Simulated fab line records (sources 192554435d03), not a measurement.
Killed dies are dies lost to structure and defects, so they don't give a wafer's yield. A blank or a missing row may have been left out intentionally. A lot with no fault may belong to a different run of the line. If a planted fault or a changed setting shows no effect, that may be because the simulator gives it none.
Chamber matching || flow n5_finfet || N5_ILD0_CMP_07 on cmp-02: 4 sister chambers
The step polishes SiO2 flowable, stops on poly-Si, t overpolish 1.18 s, target thk 138.88 nm. 8 wafers are shown with their chamber, then 12 later ones without.

WAFERS PAIRED WITH THEIR CHAMBERS
{"wafer": "L081.2", "chamber": 1, "motor_current_A (A)": 13.1}
{"wafer": "L086.6", "chamber": 2, "motor_current_A (A)": 11.5}
{"wafer": "L085.4", "chamber": 0, "motor_current_A (A)": 12.2}
{"wafer": "L088.3", "chamber": 2, "motor_current_A (A)": 12.0}
{"wafer": "L088.4", "chamber": 1, "motor_current_A (A)": 12.6}
{"wafer": "L089.1", "chamber": 0, "motor_current_A (A)": 11.9}
{"wafer": "L089.3", "chamber": 3, "motor_current_A (A)": 13.1}
{"wafer": "L089.6", "chamber": 3, "motor_current_A (A)": 14.2}

WAFERS WHOSE CHAMBER IS MISSING
{"wafer": "L092.1", "motor_current_A (A)": 12.1}
{"wafer": "L092.2", "motor_current_A (A)": 13.6}
{"wafer": "L092.3", "motor_current_A (A)": 13.4}
{"wafer": "L095.1", "motor_current_A (A)": 13.7}
{"wafer": "L095.2", "motor_current_A (A)": 11.9}
{"wafer": "L095.3", "motor_current_A (A)": 12.4}
{"wafer": "L095.4", "motor_current_A (A)": 13.2}
{"wafer": "L095.5", "motor_current_A (A)": 11.4}
{"wafer": "L095.6", "motor_current_A (A)": 13.1}
{"wafer": "L097.3", "motor_current_A (A)": 11.4}
{"wafer": "L097.4", "motor_current_A (A)": 13.7}
{"wafer": "L097.5", "motor_current_A (A)": 13.3}

THE CHAMBER EACH PASSED THROUGH
{"wafer": "L092.1", "from the rows above": "can't be placed: 0 or 2 or 1", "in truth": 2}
{"wafer": "L092.2", "from the rows above": "can't be placed: 3 or 1", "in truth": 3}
{"wafer": "L092.3", "from the rows above": "can't be placed: 3 or 1", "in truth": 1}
{"wafer": "L095.1", "from the rows above": "can't be placed: 3 or 1", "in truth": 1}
{"wafer": "L095.2", "from the rows above": "can't be placed: 0 or 2 or 1", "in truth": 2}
{"wafer": "L095.3", "from the rows above": "can't be placed: 0 or 1 or 2 or 3", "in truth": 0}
{"wafer": "L095.4", "from the rows above": "can't be placed: 1 or 3 or 0", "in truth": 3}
{"wafer": "L095.5", "from the rows above": "can't be placed: 2 or 0", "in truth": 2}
{"wafer": "L095.6", "from the rows above": "can't be placed: 1 or 3 or 0", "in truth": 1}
{"wafer": "L097.3", "from the rows above": "can't be placed: 2 or 0", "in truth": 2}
{"wafer": "L097.4", "from the rows above": "can't be placed: 3 or 1", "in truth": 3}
{"wafer": "L097.5", "from the rows above": "can't be placed: 3 or 1 or 0", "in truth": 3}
0 of 12 placed correctly. From these rows, 12 cannot be placed; in 12 the true chamber is one of the candidates. 0 placed wrongly.
How it was worked out, from the rows above alone: a wafer's distance from a chamber is the root of the sum, over the readings, of the square of ((its reading less the chamber's mean) divided by the reading's scatter). The wafer belongs to the nearest chamber; if the next one is less than 2 further off, it can't be placed. The mean given for a chamber averages the wafers shown for that chamber. How the scatter is found: for the shown wafers, subtract from each reading the mean of its chamber, square and add these, divide the total by (wafers less chambers), then take the root.
